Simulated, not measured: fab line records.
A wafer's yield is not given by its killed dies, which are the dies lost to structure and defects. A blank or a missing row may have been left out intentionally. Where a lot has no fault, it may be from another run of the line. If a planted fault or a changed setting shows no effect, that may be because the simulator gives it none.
Chamber matching + flow n5-finfet + N5_MOL_CONTACT_COAG_ETCH_110 on rie-diel-05: 4 sister chambers
The step etches Si in CF4/O2, target depth 2.5 nm, time 8 s. 18 wafers are shown with their chamber, then 9 later ones without.

## EACH WAFER AND ITS CHAMBER
| wafer  | chamber | drypump-motor-current-A (A) | showerhead-plenum-p-Torr (Torr) | oes-product-au (a.u.) |
|--------|---------|-----------------------------|---------------------------------|-----------------------|
| L074.3 | 0       | 6.1                         | 2.24                            | 0.78                  |
| L074.4 | 3       | 5.5                         | 2.32                            | 0.77                  |
| L074.5 | 2       | 5.7                         | 2.22                            | 0.74                  |
| L075.2 | 1       | 6.3                         | 2.19                            | 0.90                  |
| L075.4 | 3       | 5.5                         | 2.31                            | 0.76                  |
| L075.6 | 0       | 6.1                         | 2.24                            | 0.78                  |
| L079.1 | 3       | 5.5                         | 2.31                            | 0.75                  |
| L079.2 | 2       | 5.7                         | 2.21                            | 0.73                  |
| L079.6 | 1       | 6.3                         | 2.19                            | 0.89                  |
| L084.3 | 3       | 5.4                         | 2.31                            | 0.75                  |
| L084.5 | 1       | 6.3                         | 2.18                            | 0.87                  |
| L084.6 | 2       | 5.7                         | 2.21                            | 0.72                  |
| L087.3 | 1       | 6.3                         | 2.18                            | 0.86                  |
| L087.4 | 0       | 6.2                         | 2.23                            | 0.74                  |
| L087.6 | 2       | 5.7                         | 2.21                            | 0.72                  |
| L092.2 | 3       | 5.5                         | 2.30                            | 0.73                  |
| L092.3 | 2       | 5.7                         | 2.21                            | 0.72                  |
| L092.4 | 0       | 6.1                         | 2.23                            | 0.74                  |

SIGNATURES (averages over the wafers above)
| reading                  | chamber 0 | chamber 1 | chamber 2 | chamber 3 | scatter within a chamber |
|--------------------------|-----------|-----------|-----------|-----------|--------------------------|
| drypump-motor-current-A  | 6.125     | 6.300     | 5.700     | 5.480     | 0.0333                   |
| showerhead-plenum-p-Torr | 2.2350    | 2.1850    | 2.2120    | 2.3100    | 0.00586                  |
| oes-product-au           | 0.7600    | 0.8800    | 0.7260    | 0.7520    | 0.0165                   |
Rule: for a wafer and a chamber, the distance is found by dividing, reading by reading, the gap between the wafer's reading and the chamber's mean by the reading's scatter, squaring, summing and taking the root. If the next closest chamber is less than 2 further off than the closest, the wafer can't be placed; otherwise it belongs to the closest. The scatter: the root of (the sum of the squares of (reading less its chamber's mean) over the shown wafers, divided by (wafers less chambers)).

## WAFERS WITHOUT THEIR CHAMBER
| wafer  | drypump-motor-current-A (A) | showerhead-plenum-p-Torr (Torr) | oes-product-au (a.u.) |
|--------|-----------------------------|---------------------------------|-----------------------|
| L097.1 | 5.7                         | 2.20                            | 0.71                  |
| L097.2 | 6.1                         | 2.23                            | 0.73                  |
| L097.6 | 5.5                         | 2.30                            | 0.72                  |
| L094.1 | 5.7                         | 2.20                            | 0.71                  |
| L094.2 | 6.3                         | 2.17                            | 0.83                  |
| L094.6 | 5.7                         | 2.20                            | 0.71                  |
| L096.1 | 5.4                         | 2.30                            | 0.72                  |
| L096.3 | 6.3                         | 2.17                            | 0.83                  |
| L096.6 | 5.7                         | 2.20                            | 0.71                  |

## WHICH CHAMBER EACH WENT THROUGH
| wafer  | from the rows above | in truth |
|--------|---------------------|----------|
| L097.1 | 2                   | 2        |
| L097.2 | 0                   | 0        |
| L097.6 | 3                   | 3        |
| L094.1 | 2                   | 2        |
| L094.2 | 1                   | 1        |
| L094.6 | 2                   | 2        |
| L096.1 | 3                   | 3        |
| L096.3 | 1                   | 1        |
| L096.6 | 2                   | 2        |
9 of 9 placed correctly. Number that these rows cannot place: 0. Placed wrongly: 0.
